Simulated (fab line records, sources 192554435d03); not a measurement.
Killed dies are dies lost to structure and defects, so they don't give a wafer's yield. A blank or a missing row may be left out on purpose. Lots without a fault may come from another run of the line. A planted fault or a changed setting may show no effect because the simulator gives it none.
fab line records | flow n5_finfet
record lots=24 wafers=72 last_day=19
route steps=1938 shown BEOL_M1@816 BEOL_M2@854
lots that met no fault: from a run of the same line without faults
start_h: hours from the record's first day to the start of the lot's first wafer shown | wait_h: hours since the lot's step before | " the same as in the row above | L1.1+2: a row that stands for several wafers | - no value, or no start given | * or withheld: withheld | < > ~ a bound
route shown NAME@n: a module of which the file shows steps, and the number in the route of the first | usual: mean/standard deviation of fault-free wafers | same: alike in all rows | chamber/n: place in a boat | sites: the reading at each site | _std_site: their standard deviation | _edge_site: outer sites' mean less inner sites' | radius_mm: how far each site lies from the wafer's centre | mask NAME#n: copy n | behind: the tool/chamber that last shaped the wafer | hold: why the lot was held/for how many hours/how that ended | device: the transistor (n, p or np) that didn't switch | end of line: the same wafers' tests at the end of the route | a step without rows: its recipe alone | killed: dies lost to structure and defects at the first sort, not the wafer's yield | map: a wafer's dies, x killed, . not, _ none there
set.NAME: the setting as run; set.NAME@STEP: as run at that earlier step | model.NAME: the simulator's own value behind a step, which no gauge read
steps of the route over a sample of lots; a table a step, a row a wafer
services: from which hour (start_h, from the record's first day; less than 0 if before it) a tool's chamber was out of use, for how many hours, and why
## steps
# step N5_BEOL_M1_SPUTTER_79
# recipe material=Cu target_thk_a=45 temp_c=-20 chamber_pressure_pa=0.07 power_w=withheld time_s=8.29
# usual throttle_valve_pct=30.0/1.1
# columns lot.wafer tool chamber start_h wait_h throttle_valve_pct
L074.1 pvd_sputter-03 - 134.85 0.1 30.5
L074.3 " - " " 28.2
L074.6 " - " " 30.5
L075.2 pvd_sputter-02 - 143.01 0.1 30.5
L075.4 " - " " 29.8
L075.6 " - " " 31.4
L077.1 pvd_sputter-01 - 145.30 0.1 30.0
L077.4 " - " " 31.0
L077.5 " - " " 29.6
L076.1 pvd_sputter-02 - 149.54 0.1 30.2
L076.4 " - " " 29.8
L076.5 " - " " 31.6
L078.1 pvd_sputter-01 - 154.96 0.1 30.1
L078.3 " - " " 29.7
L078.4 " - " " 31.4
L079.1 pvd_sputter-01 - 168.13 0.1 31.1
L079.4 " - " " 29.9
L079.6 " - " " 29.6
L080.1 pvd_sputter-02 - 179.97 0.1 30.4
L080.4 " - " " 30.0
L080.6 " - " " 30.1
L081.1 pvd_sputter-01 - 189.08 0.1 27.7
L081.3 " - " " 29.6
L081.4 " - " " 31.1
L082.3 pvd_sputter-02 - 190.96 0.1 31.8
L082.4 " - " " 30.0
L082.6 " - " " 31.8
L083.2 pvd_sputter-01 - 198.29 0.1 31.0
L083.4 " - " " 29.6
L083.6 " - " " 29.7
L084.1 pvd_sputter-02 - 199.68 0.1 29.7
L084.4 " - " " 31.9
L084.6 " - " " 29.6
L085.2 pvd_sputter-02 - 206.64 0.1 30.5
L085.3 " - " " 30.0
L085.4 " - " " 29.5
L086.1 pvd_sputter-03 - 212.05 0.1 30.6
L086.5 " - " " 30.7
L086.6 " - " " 28.9
L087.1 pvd_sputter-03 - 213.89 0.1 30.7
L087.2 " - " " 30.5
L087.5 " - " " 28.9
L089.2 pvd_sputter-02 - 224.88 0.1 30.2
L089.3 " - " " 30.1
L089.6 " - " " 30.3
L088.1 pvd_sputter-03 - 225.02 0.1 30.6
L088.3 " - " " 29.0
L088.6 " - " " 28.8
L090.3 pvd_sputter-01 - 228.93 0.1 31.0
L090.4 " - " " 29.5
L090.5 " - " " 27.5
L091.1 pvd_sputter-01 - 236.37 0.1 27.7
L091.2 " - " " 30.8
L091.6 " - " " 29.6
L092.1 pvd_sputter-01 - 242.69 0.1 27.7
L092.2 " - " " 29.5
L092.6 " - " " 31.1
L093.1 pvd_sputter-02 - 245.69 0.1 29.9
L093.4 " - " " 31.8
L093.6 " - " " 30.0
L094.1 pvd_sputter-03 - 255.20 0.1 30.5
L094.2 " - " " 29.2
L094.5 " - " " 28.6
L095.2 pvd_sputter-02 - 257.86 0.1 29.7
L095.5 " - " " 30.1
L095.6 " - " " 31.7
L096.2 pvd_sputter-03 - 270.02 0.1 28.9
L096.4 " - " " 30.8
L096.5 " - " " 30.7
L097.2 pvd_sputter-01 - 273.91 0.1 27.9
L097.3 " - " " 31.0
L097.6 " - " " 30.2
# step N5_BEOL_M2_CD_MEAS_11
# recipe target_cd_nm=16.79 landing_energy_ev=500 detector=se_inlens polarity=opening
# usual cd_nm=16.74/0.23
# columns lot.wafer tool chamber start_h wait_h cd_nm
L074.1 cd_sem-02 0 139.80 - 16.55
L074.3 " 0 " " 16.58
L074.6 " 0 " " 16.12
L075.2 cd_sem-01 0 147.68 - 16.66
L075.4 " 0 " " 16.75
L075.6 " 0 " " 16.82
L077.1 cd_sem-02 0 149.20 - 16.48
L077.4 " 0 " " 16.74
L077.5 " 0 " " 16.77
L076.1 cd_sem-03 0 158.12 - 16.60
L076.4 " 0 " " 16.52
L076.5 " 0 " " 16.57
L078.1 cd_sem-03 0 161.82 - 16.86
L078.3 " 0 " " 16.43
L078.4 " 0 " " 16.53
L079.1 cd_sem-03 0 172.72 - 17.01
L079.4 " 0 " " 16.76
L079.6 " 0 " " 16.92
L080.1 cd_sem-03 0 185.92 - 17.06
L080.4 " 0 " " 17.38
L080.6 " 0 " " 16.90
L081.1 cd_sem-02 0 192.82 - 16.78
L081.3 " 0 " " 16.74
L081.4 " 0 " " 16.78
L082.3 cd_sem-01 0 195.66 - 16.75
L082.4 " 0 " " 17.13
L082.6 " 0 " " 17.23
L083.2 cd_sem-03 0 202.26 - 16.84
L083.4 " 0 " " 16.86
L083.6 " 0 " " 16.57
L084.1 cd_sem-01 0 204.97 - 16.58
L084.4 " 0 " " 16.63
L084.6 " 0 " " 16.64
L085.2 cd_sem-02 0 211.05 - 16.89
L085.3 " 0 " " 17.26
L085.4 " 0 " " 16.63
L086.1 cd_sem-01 0 216.33 - 16.78
L086.5 " 0 " " 16.47
L086.6 " 0 " " 16.72
L087.1 cd_sem-01 0 217.69 - 16.88
L087.2 " 0 " " 16.71
L087.5 " 0 " " 16.61
L089.2 cd_sem-01 0 231.16 - 16.68
L089.3 " 0 " " 16.93
L089.6 " 0 " " 16.86
L088.1 cd_sem-03 0 231.37 - 16.81
L088.3 " 0 " " 16.97
L088.6 " 0 " " 17.06
L090.3 cd_sem-03 0 232.91 - 16.27
L090.4 " 0 " " 16.73
L090.5 " 0 " " 16.56
L091.1 cd_sem-01 0 241.91 - 16.75
L091.2 " 0 " " 16.97
L091.6 " 0 " " 17.05
L092.1 cd_sem-01 0 247.91 - 16.47
L092.2 " 0 " " 16.75
L092.6 " 0 " " 16.52
L093.1 cd_sem-01 0 250.41 - 16.57
L093.4 " 0 " " 16.85
L093.6 " 0 " " 16.80
L094.1 cd_sem-02 0 260.10 - 16.78
L094.2 " 0 " " 16.55
L094.5 " 0 " " 16.62
L095.2 cd_sem-03 0 261.50 - 16.51
L095.5 " 0 " " 16.63
L095.6 " 0 " " 17.12
L096.2 cd_sem-02 0 273.74 - 16.59
L096.4 " 0 " " 17.11
L096.5 " 0 " " 16.80
L097.2 cd_sem-03 0 277.80 - 17.02
L097.3 " 0 " " 16.80
L097.6 " 0 " " 17.01
# step N5_BEOL_M2_ETCH_64
# recipe chemistry=N2/H2 target=SOC target_depth_a=750 overetch_a=225 mask_material=SiARC temp_c=40 time_s=121.9 ion_energy_ev=200 pressure_mtorr=30 source_w=840 bias_w=150 n2_flow_sccm=200 h2_flow_sccm=200
# usual drypump_motor_current_A=5.9/0.49 n2_flow_sccm=200.0/0.6 oes_product_au=0.60/0.072 rf_vpp_V=523.3/2.7 showerhead_plenum_p_Torr=2.53/0.098 throttle_valve_pct=17.8/0.33
# columns lot.wafer tool chamber start_h wait_h drypump_motor_current_A n2_flow_sccm oes_product_au rf_hours_counter_h rf_vpp_V showerhead_plenum_p_Torr throttle_valve_pct
L074.1 rie_diel-01 1 140.07 0.0 5.8 200.7 0.70 14 521.5 2.49 17.7
L074.3 " 0 " " 6.4 199.9 0.56 177 527.6 2.62 18.0
L074.6 " 3 " " 5.9 201.0 0.72 - 522.0 2.47 17.2
L075.2 rie_diel-04 3 147.89 0.0 5.2 199.2 0.54 225 520.8 2.40 17.6
L075.4 " 1 " " 6.4 200.1 0.53 - 525.0 2.62 17.9
L075.6 " 0 " " 6.0 199.9 0.59 - 524.3 2.56 18.2
L077.1 rie_diel-03 2 149.40 0.0 5.2 199.6 0.59 110 521.6 2.45 17.5
L077.4 " 0 " " 5.6 201.0 0.54 214 520.7 2.43 17.9
L077.5 " 2 " " 5.3 199.3 0.60 - 521.5 2.45 17.5
L076.1 rie_diel-03 1 158.63 0.0 5.2 200.4 0.53 242 524.9 2.62 17.9
L076.4 " 0 " " 5.7 200.7 0.53 216 520.0 2.43 17.9
L076.5 " 1 " " 5.2 200.0 0.53 - 526.5 2.62 17.9
L078.1 rie_diel-03 3 162.04 0.0 6.5 200.1 0.55 200 527.6 2.64 18.0
L078.3 " 2 " " 5.3 198.7 0.60 114 521.6 2.45 17.5
L078.4 " 1 " " 5.2 198.3 0.53 244 526.7 2.61 17.9
L079.1 rie_diel-03 1 172.94 0.0 5.2 200.1 0.53 248 525.9 2.61 17.9
L079.4 " 0 " " 5.6 199.6 0.53 221 519.6 2.43 17.9
L079.6 " 3 " " 6.5 200.3 0.55 - 525.9 2.63 18.0
L080.1 rie_diel-04 2 186.12 0.0 5.6 198.8 0.55 186 522.0 2.42 18.0
L080.4 " 0 " " 6.0 198.8 0.58 134 524.5 2.55 18.3
L080.6 " 2 " " 5.6 199.1 0.55 - 520.9 2.42 18.0
L081.1 rie_diel-04 3 193.09 0.0 5.2 199.7 0.53 241 519.6 2.39 17.7
L081.3 " 0 " " 6.0 199.3 0.58 137 523.2 2.55 18.2
L081.4 " 2 " " 5.6 199.6 0.54 188 519.8 2.42 18.1
L082.3 rie_diel-04 0 195.87 0.0 6.0 200.1 0.58 138 523.7 2.55 18.2
L082.4 " 1 " " 6.4 199.3 0.71 6 525.4 2.61 17.5
L082.6 " 2 " " 5.6 199.6 0.55 - 521.0 2.42 18.1
L083.2 rie_diel-01 0 202.46 0.0 6.5 200.1 0.55 200 527.5 2.61 18.0
L083.4 " 1 " " 5.7 199.6 0.67 - 522.1 2.48 17.8
L083.6 " 3 " " 5.9 200.3 0.69 - 521.1 2.46 17.2
L084.1 rie_diel-04 3 205.18 0.0 5.2 200.3 0.53 246 519.1 2.39 17.7
L084.4 " 2 " " 5.6 198.5 0.55 193 519.6 2.42 18.1
L084.6 " 2 " " 5.6 200.3 0.54 - 520.1 2.42 18.1
L085.2 rie_diel-04 2 211.34 0.0 5.6 199.3 0.54 195 519.2 2.42 18.1
L085.3 " 1 " " 6.4 200.4 0.69 11 524.2 2.61 17.5
L085.4 " 0 " " 6.0 200.9 0.57 143 522.7 2.55 18.3
L086.1 rie_diel-03 2 216.88 0.0 5.3 200.0 0.58 138 522.0 2.44 17.5
L086.5 " 2 " " 5.3 200.0 0.58 - 520.6 2.44 17.5
L086.6 " 1 " " 5.2 199.8 0.73 - 525.8 2.61 17.4
L087.1 rie_diel-04 2 218.07 0.0 5.6 201.3 0.54 198 519.1 2.42 18.1
L087.2 " 0 " " 6.0 199.9 0.57 146 522.4 2.55 18.3
L087.5 " 1 " " 6.4 199.9 0.69 - 526.3 2.61 17.5
L089.2 rie_diel-01 1 231.42 0.0 5.8 200.5 0.66 44 521.8 2.48 17.8
L089.3 " 2 " " 6.6 199.4 0.57 168 521.5 2.43 18.3
L089.6 " 0 " " 6.4 200.2 0.54 - 526.8 2.61 18.0
L088.1 rie_diel-01 1 231.65 0.0 5.8 200.6 0.66 44 521.9 2.48 17.8
L088.3 " 3 " " 5.9 200.7 0.66 52 521.8 2.46 17.2
L088.6 " 0 " " 6.4 200.1 0.54 - 525.9 2.61 18.0
L090.3 rie_diel-01 1 233.11 0.0 5.8 200.3 0.66 45 522.0 2.48 17.8
L090.4 " 2 " " 6.5 199.5 0.57 168 520.7 2.43 18.3
L090.5 " 1 " " 5.7 199.7 0.65 - 523.1 2.48 17.8
L091.1 rie_diel-03 2 242.49 0.0 5.3 198.7 0.57 149 521.0 2.44 17.5
L091.2 " 1 " " 5.2 199.3 0.70 18 523.9 2.60 17.4
L091.6 " 2 " " 5.3 200.4 0.57 - 522.3 2.44 17.5
L092.1 rie_diel-01 0 248.16 0.0 6.4 200.9 0.54 216 525.5 2.61 18.0
L092.2 " 3 " " 5.9 199.0 0.66 60 521.5 2.45 17.2
L092.6 " 2 " " 6.5 200.1 0.57 - 520.6 2.43 18.3
L093.1 rie_diel-01 3 250.65 0.0 6.0 199.4 0.67 61 522.2 2.45 17.2
L093.4 " 3 " " 6.0 200.2 0.66 - 521.6 2.45 17.2
L093.6 " 2 " " 6.6 199.3 0.56 - 519.7 2.43 18.3
L094.1 rie_diel-03 2 260.85 0.0 5.3 200.5 0.57 157 520.3 2.43 17.5
L094.2 " 3 " " 6.5 200.4 0.53 237 526.4 2.62 18.0
L094.5 " 3 " " 6.5 200.1 0.53 - 526.3 2.62 18.0
L095.2 rie_diel-03 0 261.70 0.0 5.7 200.1 0.75 1 527.8 2.74 17.6
L095.5 " 3 " " 6.5 199.9 0.53 - 525.0 2.62 18.0
L095.6 " 0 " " 5.6 200.3 0.75 - 529.7 2.74 17.6
L096.2 rie_diel-04 1 273.94 0.0 6.4 200.4 0.65 42 525.5 2.60 17.6
L096.4 " 3 " " 5.2 200.1 0.71 9 528.4 2.70 17.2
L096.5 " 2 " " 5.6 198.9 0.53 - 520.8 2.40 18.1
L097.2 rie_diel-03 3 278.19 0.0 6.5 199.7 0.53 244 526.7 2.62 18.0
L097.3 " 0 " " 5.7 199.8 0.72 6 527.9 2.74 17.6
L097.6 " 0 " " 5.6 199.9 0.73 - 527.3 2.74 17.6
# step N5_BEOL_M2_DESCUM_33
# recipe chemistry=O2 time_s=7 source_power_w=50 bias_power_w=20 pressure_mtorr=20 rf_frequency_hz=2.712e+07 temp_c=40 resist=CAR-EUV o2_flow_sccm=225
# usual drypump_motor_current_A=5.8/0.48 oes_product_au=0.77/0.097 rf_vpp_V=242.7/1.4 showerhead_plenum_p_Torr=2.08/0.074 throttle_valve_pct=20.5/0.33
# columns lot.wafer tool chamber start_h wait_h drypump_motor_current_A oes_product_au rf_hours_counter_h rf_vpp_V showerhead_plenum_p_Torr throttle_valve_pct
L074.1 rie_diel-03 2 140.93 0.1 5.3 0.78 107 242.5 2.03 20.1
L074.3 " 0 " " 5.7 0.70 212 242.4 2.00 20.5
L074.6 " 1 " " 5.2 0.68 - 244.1 2.15 20.4
L075.2 rie_diel-04 0 148.82 0.0 6.0 0.77 122 243.9 2.12 20.9
L075.4 " 1 " " 6.4 0.67 - 244.1 2.15 20.5
L075.6 " 3 " " 5.2 0.70 - 242.3 1.98 20.3
L077.1 rie_diel-01 0 150.32 0.0 6.4 0.71 180 243.2 2.16 20.6
L077.4 " 2 " " 6.5 0.76 146 242.8 2.02 20.9
L077.5 " 1 " " 5.8 0.92 - 244.2 2.05 20.4
L076.1 rie_diel-04 3 159.75 0.3 5.2 0.70 230 240.8 1.98 20.3
L076.4 " 3 " " 5.2 0.71 - 241.4 1.98 20.3
L076.5 " 2 " " 5.6 0.73 - 240.9 2.02 20.8
L078.1 rie_diel-04 2 163.02 0.0 5.6 0.72 176 241.5 2.02 20.8
L078.3 " 2 " " 5.6 0.73 - 241.0 2.02 20.8
L078.4 " 3 " " 5.2 0.70 - 242.6 1.98 20.3
L079.1 rie_diel-04 0 173.88 0.2 6.0 0.75 129 243.2 2.11 20.9
L079.4 " 0 " " 6.0 0.76 - 242.4 2.11 20.9
L079.6 " 2 " " 5.6 0.73 - 241.7 2.01 20.8
L080.1 rie_diel-01 0 187.63 0.6 6.4 0.71 192 245.4 2.16 20.7
L080.4 " 3 " " 5.9 0.94 34 242.1 2.05 20.0
L080.6 " 0 " " 6.4 0.71 - 244.2 2.16 20.7
L081.1 rie_diel-04 0 194.36 0.3 6.0 0.74 137 242.1 2.11 20.9
L081.3 " 3 " " 5.2 0.70 242 241.8 1.98 20.3
L081.4 " 2 " " 5.6 0.71 189 242.5 2.01 20.8
L082.3 rie_diel-03 3 196.90 0.1 6.5 0.71 213 244.0 2.16 20.5
L082.4 " 3 " " 6.5 0.71 - 244.9 2.16 20.5
L082.6 " 0 " " 5.6 0.69 - 240.6 1.99 20.5
L083.2 rie_diel-04 2 203.25 0.0 5.6 0.71 192 241.9 2.01 20.8
L083.4 " 3 " " 5.2 0.68 245 241.1 1.98 20.3
L083.6 " 0 " " 6.0 0.74 - 242.7 2.11 20.9
L084.1 rie_diel-03 1 206.24 0.1 5.2 0.98 1 242.2 2.15 20.0
L084.4 " 0 " " 5.7 0.68 236 239.5 1.99 20.5
L084.6 " 3 " " 6.5 0.70 - 242.7 2.16 20.5
L085.2 rie_diel-03 1 212.26 0.0 5.2 0.97 3 242.1 2.15 20.0
L085.3 " 2 " " 5.3 0.76 135 242.6 2.02 20.1
L085.4 " 3 " " 6.5 0.69 220 243.8 2.16 20.5
L086.1 rie_diel-03 0 218.20 0.3 5.7 0.67 242 240.9 1.99 20.5
L086.5 " 2 " " 5.3 0.75 - 242.4 2.02 20.1
L086.6 " 1 " " 5.2 0.94 - 243.1 2.14 20.0
L087.1 rie_diel-04 0 218.96 0.0 6.0 0.73 147 243.3 2.11 20.9
L087.2 " 1 " " 6.4 0.92 16 243.5 2.14 20.1
L087.5 " 1 " " 6.4 0.92 - 244.0 2.14 20.1
L089.2 rie_diel-04 2 232.34 0.0 5.6 0.70 206 240.9 2.01 20.8
L089.3 " 1 " " 6.4 0.90 23 243.6 2.14 20.1
L089.6 " 2 " " 5.6 0.70 - 242.3 2.01 20.8
L088.1 rie_diel-04 0 232.45 0.0 6.0 0.73 154 242.7 2.10 20.9
L088.3 " 2 " " 5.6 0.70 206 240.3 2.01 20.8
L088.6 " 0 " " 6.0 0.73 - 242.8 2.10 21.0
L090.3 rie_diel-03 1 233.91 0.0 5.2 0.93 13 243.8 2.14 20.0
L090.4 " 3 " " 6.5 0.70 224 243.5 2.16 20.5
L090.5 " 3 " " 6.5 0.69 - 243.0 2.16 20.5
L091.1 rie_diel-04 0 243.29 0.0 6.0 0.73 160 243.1 2.10 20.9
L091.2 " 2 " " 5.6 0.70 211 242.1 2.00 20.8
L091.6 " 0 " " 6.0 0.73 - 243.6 2.10 21.0
L092.1 rie_diel-04 1 249.09 0.0 6.4 0.89 32 243.3 2.13 20.1
L092.2 " 0 " " 6.0 0.72 163 242.1 2.10 21.0
L092.6 " 1 " " 6.4 0.88 - 243.9 2.13 20.1
L093.1 rie_diel-03 1 251.59 0.2 5.2 0.90 22 243.4 2.14 20.0
L093.4 " 3 " " 6.5 0.68 - 243.2 2.15 20.6
L093.6 " 2 " " 5.3 0.73 - 242.2 2.01 20.1
L094.1 rie_diel-04 1 262.03 0.2 6.4 0.87 37 243.9 2.13 20.1
L094.2 " 0 " " 6.0 0.72 167 243.4 2.10 21.0
L094.5 " 1 " " 6.4 0.88 - 242.8 2.13 20.1
L095.2 rie_diel-03 3 262.95 0.5 6.5 0.68 239 243.5 2.15 20.6
L095.5 " 3 " " 6.5 0.68 - 244.8 2.15 20.6
L095.6 " 2 " " 5.3 0.73 - 241.4 2.01 20.2
L096.2 rie_diel-04 2 274.75 0.0 5.6 0.70 225 239.7 2.00 20.8
L096.4 " 1 " " 6.4 0.88 42 242.8 2.13 20.1
L096.5 " 2 " " 5.6 0.69 - 240.6 2.00 20.9
L097.2 rie_diel-01 2 278.99 0.0 6.6 0.73 186 242.2 2.01 21.0
L097.3 " 3 " " 5.9 0.87 73 242.8 2.04 20.1
L097.6 " 0 " " 6.4 0.68 - 243.3 2.14 20.7
# step N5_BEOL_M2_ETCH_69
# recipe chemistry=CF4 target=SiARC target_depth_a=156 mask_material=CAR-EUV time_s=26 ion_energy_ev=80 pressure_mtorr=40 source_w=545 bias_w=36 Ar_flow_sccm=100 cf4_flow_sccm=100 ends=cleared
# usual drypump_motor_current_A=5.8/0.48 etch_rf_on_time_s=26.5/0.39 oes_product_au=0.66/0.08 rf_vpp_V=183.9/1.3 showerhead_plenum_p_Torr=2.12/0.072 throttle_valve_pct=15.6/0.32
# columns lot.wafer tool chamber start_h wait_h drypump_motor_current_A etch_rf_on_time_s oes_product_au rf_hours_counter_h rf_vpp_V showerhead_plenum_p_Torr throttle_valve_pct
L074.1 rie_diel-03 2 140.99 0.0 5.2 26.4 0.67 107 183.2 2.07 15.3
L074.3 " 0 " " 5.7 26.7 0.59 212 182.7 2.04 15.6
L074.6 " 1 " " 5.2 26.3 0.59 - 184.7 2.19 15.6
L075.2 rie_diel-04 0 148.87 0.0 6.0 26.3 0.66 122 186.8 2.15 15.9
L075.4 " 1 " " 6.4 27.6 0.56 - 185.6 2.19 15.7
L075.6 " 3 " " 5.2 26.5 0.59 - 184.5 2.03 15.5
L077.1 rie_diel-01 0 150.37 0.0 6.4 27.0 0.62 180 186.1 2.22 15.9
L077.4 " 2 " " 6.6 26.5 0.65 146 183.7 2.06 16.0
L077.5 " 1 " " 5.8 26.1 0.78 - 183.4 2.09 15.5
L076.1 rie_diel-04 3 159.83 0.0 5.2 26.6 0.59 230 182.5 2.02 15.5
L076.4 " 3 " " 5.2 26.6 0.59 - 183.9 2.02 15.5
L076.5 " 2 " " 5.6 26.5 0.62 - 183.2 2.06 15.9
L078.1 rie_diel-04 2 163.10 0.0 5.6 27.0 0.62 176 183.9 2.06 15.9
L078.3 " 2 " " 5.6 27.0 0.61 - 182.8 2.06 15.9
L078.4 " 3 " " 5.2 27.1 0.58 - 181.9 2.02 15.5
L079.1 rie_diel-04 0 173.93 0.0 6.0 26.5 0.65 129 183.6 2.15 16.0
L079.4 " 0 " " 6.0 26.4 0.65 - 184.1 2.15 16.0
L079.6 " 2 " " 5.6 26.7 0.61 - 183.5 2.06 15.9
L080.1 rie_diel-01 0 187.69 0.0 6.4 26.6 0.61 192 185.2 2.22 15.9
L080.4 " 3 " " 6.0 25.3 0.79 34 183.9 2.10 15.1
L080.6 " 0 " " 6.4 26.5 0.61 - 184.2 2.22 15.9
L081.1 rie_diel-04 0 194.41 0.0 6.0 26.5 0.64 137 184.3 2.15 16.0
L081.3 " 3 " " 5.2 26.6 0.59 242 182.5 2.02 15.6
L081.4 " 2 " " 5.6 26.3 0.61 189 182.4 2.05 15.9
L082.3 rie_diel-03 3 196.95 0.0 6.5 26.5 0.61 213 186.2 2.20 15.7
L082.4 " 3 " " 6.5 26.5 0.61 - 184.7 2.20 15.6
L082.6 " 0 " " 5.6 26.6 0.58 - 183.2 2.04 15.7
L083.2 rie_diel-04 2 203.30 0.0 5.6 26.3 0.61 192 183.4 2.05 15.9
L083.4 " 3 " " 5.2 26.9 0.58 245 182.7 2.02 15.6
L083.6 " 0 " " 6.0 26.5 0.64 - 185.4 2.15 16.0
L084.1 rie_diel-03 1 206.29 0.0 5.2 26.4 0.84 1 184.6 2.19 15.2
L084.4 " 0 " " 5.7 26.7 0.58 236 180.9 2.03 15.7
L084.6 " 3 " " 6.5 26.8 0.60 - 184.6 2.20 15.7
L085.2 rie_diel-03 1 212.31 0.0 5.2 26.4 0.82 3 185.3 2.19 15.1
L085.3 " 2 " " 5.3 25.9 0.66 135 182.6 2.06 15.3
L085.4 " 0 " " 5.6 26.8 0.57 - 183.5 2.03 15.7
L086.1 rie_diel-03 0 218.26 0.0 5.6 26.6 0.57 242 183.3 2.03 15.7
L086.5 " 2 " " 5.3 26.2 0.65 - 185.3 2.06 15.3
L086.6 " 1 " " 5.2 26.4 0.82 - 184.9 2.19 15.2
L087.1 rie_diel-04 0 219.01 0.0 6.0 26.3 0.64 147 183.1 2.14 16.0
L087.2 " 1 " " 6.4 26.6 0.76 16 183.9 2.18 15.2
L087.5 " 1 " " 6.4 26.5 0.77 - 183.8 2.18 15.2
L089.2 rie_diel-04 2 232.39 0.0 5.6 26.4 0.60 206 181.9 2.05 15.9
L089.3 " 1 " " 6.4 26.9 0.75 23 186.0 2.18 15.2
L089.6 " 2 " " 5.6 26.5 0.60 - 183.7 2.05 15.9
L088.1 rie_diel-04 0 232.50 0.0 6.0 26.5 0.63 154 182.2 2.14 16.0
L088.3 " 2 " " 5.6 26.7 0.59 206 183.2 2.05 15.9
L088.6 " 0 " " 6.0 26.5 0.63 - 184.9 2.14 16.0
L090.3 rie_diel-03 1 233.96 0.0 5.2 27.1 0.79 13 184.8 2.19 15.2
L090.4 " 3 " " 6.5 27.5 0.59 224 186.0 2.20 15.7
L090.5 " 3 " " 6.5 27.5 0.59 - 184.4 2.20 15.7
L091.1 rie_diel-04 0 243.34 0.0 6.0 26.6 0.62 160 185.8 2.14 16.0
L091.2 " 2 " " 5.6 26.6 0.60 211 182.2 2.05 15.9
L091.6 " 0 " " 6.0 26.6 0.62 - 184.5 2.14 16.0
L092.1 rie_diel-04 1 249.14 0.0 6.4 26.6 0.74 32 183.7 2.17 15.2
L092.2 " 0 " " 6.0 26.4 0.63 163 183.3 2.14 16.0
L092.6 " 1 " " 6.4 26.8 0.74 - 184.7 2.17 15.2
L093.1 rie_diel-03 1 251.64 0.0 5.1 26.3 0.78 22 184.7 2.18 15.2
L093.4 " 3 " " 6.5 26.8 0.59 - 186.6 2.19 15.7
L093.6 " 2 " " 5.3 25.8 0.64 - 181.2 2.05 15.4
L094.1 rie_diel-04 1 262.08 0.0 6.4 26.8 0.73 37 184.7 2.17 15.2
L094.2 " 0 " " 6.0 26.6 0.62 167 184.6 2.14 16.0
L094.5 " 1 " " 6.4 26.9 0.73 - 184.0 2.17 15.2
L095.2 rie_diel-03 3 263.00 0.0 6.5 27.1 0.59 239 185.3 2.19 15.7
L095.5 " 3 " " 6.5 26.9 0.59 - 185.8 2.19 15.7
L095.6 " 2 " " 5.3 26.3 0.63 - 182.5 2.05 15.4
L096.2 rie_diel-04 2 274.81 0.0 5.6 26.6 0.59 225 183.5 2.04 16.0
L096.4 " 1 " " 6.4 26.8 0.72 42 185.4 2.17 15.2
L096.5 " 2 " " 5.6 26.9 0.58 - 180.7 2.04 16.0
L097.2 rie_diel-01 2 279.04 0.0 6.5 26.3 0.63 186 182.9 2.05 16.1
L097.3 " 3 " " 6.0 25.6 0.74 74 183.9 2.09 15.2
L097.6 " 0 " " 6.4 26.6 0.59 - 184.5 2.21 16.0
# step N5_BEOL_M2_ANNEAL_87
# recipe temp_c=400 time_s=240 ambient=vacuum
# usual heater_power_w=783/96
# columns lot.wafer tool chamber start_h wait_h heater_power_w
L074.1 pvd_sputter-01 - 157.62 0.0 804
L074.3 " - " " 897
L074.6 " - " " 868
L076.1 pvd_sputter-03 - 174.10 0.0 698
L076.4 " - " " 862
L076.5 " - " " 636
L077.1 pvd_sputter-03 - 189.72 0.0 650
L077.4 " - " " 701
L077.5 " - " " 694
L075.2 pvd_sputter-01 - 191.44 0.0 740
L075.4 " - " " 786
L075.6 " - " " 714
L078.1 pvd_sputter-02 - 194.36 0.0 703
L078.3 " - " " 818
L078.4 " - " " 697
L079.1 pvd_sputter-03 - 197.32 0.0 718
L079.4 " - " " 642
L079.6 " - " " 708
L080.1 pvd_sputter-03 - 204.54 0.0 667
L080.4 " - " " 705
L080.6 " - " " 650
L081.1 pvd_sputter-03 - 218.39 0.0 646
L081.3 " - " " 714
L081.4 " - " " 890
L082.3 pvd_sputter-01 - 222.00 0.0 751
L082.4 " - " " 897
L082.6 " - " " 805
L083.2 pvd_sputter-02 - 223.00 0.0 948
L083.4 " - " " 812
L083.6 " - " " 713
L084.1 pvd_sputter-03 - 228.64 0.0 711
L084.4 " - " " 658
L084.6 " - " " 860
L085.2 pvd_sputter-02 - 243.37 0.0 704
L085.3 " - " " 958
L085.4 " - " " 812
L086.1 pvd_sputter-02 - 250.29 0.0 715
L086.5 " - " " 940
L086.6 " - " " 693
L087.1 pvd_sputter-03 - 253.88 0.0 696
L087.2 " - " " 649
L087.5 " - " " 851
L090.3 pvd_sputter-02 - 264.10 0.0 723
L090.4 " - " " 813
L090.5 " - " " 703
L089.2 pvd_sputter-01 - 264.41 0.0 732
L089.3 " - " " 792
L089.6 " - " " 876
L088.1 pvd_sputter-03 - 266.72 0.0 687
L088.3 " - " " 862
L088.6 " - " " 635
L091.1 pvd_sputter-01 - 267.61 0.0 890
L091.2 " - " " 713
L091.6 " - " " 906
L092.1 pvd_sputter-01 - 279.07 0.0 863
L092.2 " - " " 885
L092.6 " - " " 800
L093.1 pvd_sputter-01 - 280.91 0.0 805
L093.4 " - " " 849
L093.6 " - " " 895
L094.1 pvd_sputter-02 - 292.83 0.0 966
L094.2 " - " " 692
L094.5 " - " " 683
L095.2 pvd_sputter-02 - 302.60 0.0 827
L095.5 " - " " 807
L095.6 " - " " 686
L096.2 pvd_sputter-01 - 305.45 0.0 750
L096.4 " - " " 787
L096.5 " - " " 749
L097.2 pvd_sputter-02 - 309.96 0.0 808
L097.3 " - " " 931
L097.6 " - " " 704
## services
# columns tool chamber start_h hours kind
rie_diel-04 - 115.75 0.4 repair
rie_diel-04 1 156.64 - clean
rie_diel-04 1 156.64 - consumable_replace:focus_ring
rie_diel-04 1 156.64 21.8 scheduled_down
rie_diel-04 1 156.64 21.8 vent_cycle
rie_diel-04 0 159.67 9.2 repair
rie_diel-04 3 166.89 6.3 repair
rie_diel-03 1 182.04 - clean
rie_diel-03 1 182.04 - consumable_replace:focus_ring
rie_diel-03 1 182.04 21.0 scheduled_down
rie_diel-03 1 182.04 21.0 vent_cycle
rie_diel-01 2 196.01 16.2 repair
rie_diel-04 3 217.41 - clean
rie_diel-04 3 217.41 - consumable_replace:focus_ring
rie_diel-04 3 217.41 - consumable_replace:showerhead
rie_diel-04 3 217.41 30.8 scheduled_down
rie_diel-04 3 217.41 30.8 vent_cycle
pvd_sputter-02 - 228.43 5.9 repair
rie_diel-01 0 236.26 2.0 repair
rie_diel-03 0 237.96 - clean
rie_diel-03 0 237.96 - consumable_replace:focus_ring
rie_diel-01 1 242.72 9.3 repair
rie_diel-03 1 252.93 10.3 repair
rie_diel-04 2 296.24 7.2 repair
## key
fault none
